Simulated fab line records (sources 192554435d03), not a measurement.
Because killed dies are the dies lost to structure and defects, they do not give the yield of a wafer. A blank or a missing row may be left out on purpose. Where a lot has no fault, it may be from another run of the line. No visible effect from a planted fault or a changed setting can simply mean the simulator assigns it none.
Split-lot study | flow n5_finfet | 7 lots, 21 wafers read, on a route of 1938 steps

## THE SPLIT ITSELF
At N5_DUMMY_GATE_COAT_28 (time 60 s, resist thk 10 nm), the setting spin_rpm was moved away from the recipe's 1500 rpm on 9 of the 21 wafers read, by -5.0% to +9.5%. The other wafers ran this setting at the recipe's value.

The reading is taken at the split's own step.

## THE READING
underlayer_of_DUMMY_GATE_COAT_28.thk_nm (the simulator's own value, which no gauge read), in nm, at N5_DUMMY_GATE_COAT_28 (time 60 s, resist thk 10 nm). The file does not state a usual value for it.

wafer  | tool, chamber at the split | spin_rpm as run, rpm | against the recipe | underlayer_of_DUMMY_GATE_COAT_28.thk_nm, nm | against lot-mates on the recipe
L075.1 | litho_track-02, 0          | 1425                 | -5.0%              | 10.2                                        | +0.2
L075.6 | litho_track-02, 0          | 1425                 | -5.0%              | 10.2                                        | +0.2
L075.4 | litho_track-02, 0          | 1500                 | recipe             | 10                                          | -
L076.1 | litho_track-03, 0          | 1500                 | recipe             | 10                                          | -
L076.4 | litho_track-03, 0          | 1500                 | recipe             | 10                                          | -
L076.6 | litho_track-03, 0          | 1500                 | recipe             | 10                                          | -
L078.1 | litho_track-02, 0          | 1558                 | +3.9%              | 9.8                                         | no lot-mate on the recipe
L078.2 | litho_track-02, 0          | 1558                 | +3.9%              | 9.8                                         | no lot-mate on the recipe
L078.6 | litho_track-02, 0          | 1558                 | +3.9%              | 9.8                                         | no lot-mate on the recipe
L085.1 | litho_track-03, 0          | 1642                 | +9.5%              | 9.4                                         | -0.6
L085.4 | litho_track-03, 0          | 1642                 | +9.5%              | 9.6                                         | -0.4
L085.5 | litho_track-03, 0          | 1500                 | recipe             | 10                                          | -
L089.3 | litho_track-02, 0          | 1500                 | recipe             | 10                                          | -
L089.5 | litho_track-02, 0          | 1454                 | -3.1%              | 10.2                                        | +0.2
L089.6 | litho_track-02, 0          | 1454                 | -3.1%              | 10.2                                        | +0.2
L093.4 | litho_track-02, 0          | 1500                 | recipe             | 10                                          | -
L093.5 | litho_track-02, 0          | 1500                 | recipe             | 10                                          | -
L093.6 | litho_track-02, 0          | 1500                 | recipe             | 10                                          | -
L097.3 | litho_track-02, 0          | 1500                 | recipe             | 10                                          | -
L097.5 | litho_track-02, 0          | 1500                 | recipe             | 10                                          | -
L097.6 | litho_track-02, 0          | 1500                 | recipe             | 10                                          | -

FIT RESULTS
A straight line over all 21 wafers: underlayer_of_DUMMY_GATE_COAT_28.thk_nm changes by -0.0511 nm for each +1% of spin_rpm; r = -0.98; the points scatter about the line by 0.04 nm.
The same after taking each lot's own level away (the mean of its wafers on the recipe; 18 wafers): -0.0511 nm for each +1%; r = -0.98; scatter 0.043 nm.
That fit puts the effect of the largest move of spin_rpm on the reading at 0.48 nm.
The lots' own levels span 10.00 to 10.00 nm.
The two slopes agree, so the slope changes little with the lot-to-lot level.
Check: with one of the wafers moved furthest among these (+9.5%) left out of the fit, the line predicts -0.41 nm for it against its lot-mates. It came out at -0.6 nm against them.

## FURTHER SPLITS ON THESE WAFERS
Before the reading, these wafers also passed through other splits. Each is held against what the fit with the lots' levels taken away leaves over:
other split on the same wafers            | wafers away from the commonest value | r with underlayer_of_DUMMY_GATE_COAT_28.thk_nm (lot level and that fit taken away)
N5_ZERO_LAYER_PECVD_02 time_s             | 6                                    | +0.06
N5_PMOS_HMC_CHANNEL_EPI_PEB_07 peb_time_s | 6                                    | +0.18
N5_FIN_SAQP_PEB_14 peb_time_s             | 3                                    | +0.27
N5_DUMMY_GATE_CVD_03 temp_c               | 9                                    | +0.31

## FILE'S OWN FIT
underlayer_of_DUMMY_GATE_COAT_28.thk_nm changes by -0.0512 nm for each +1% of spin_rpm, r = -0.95.
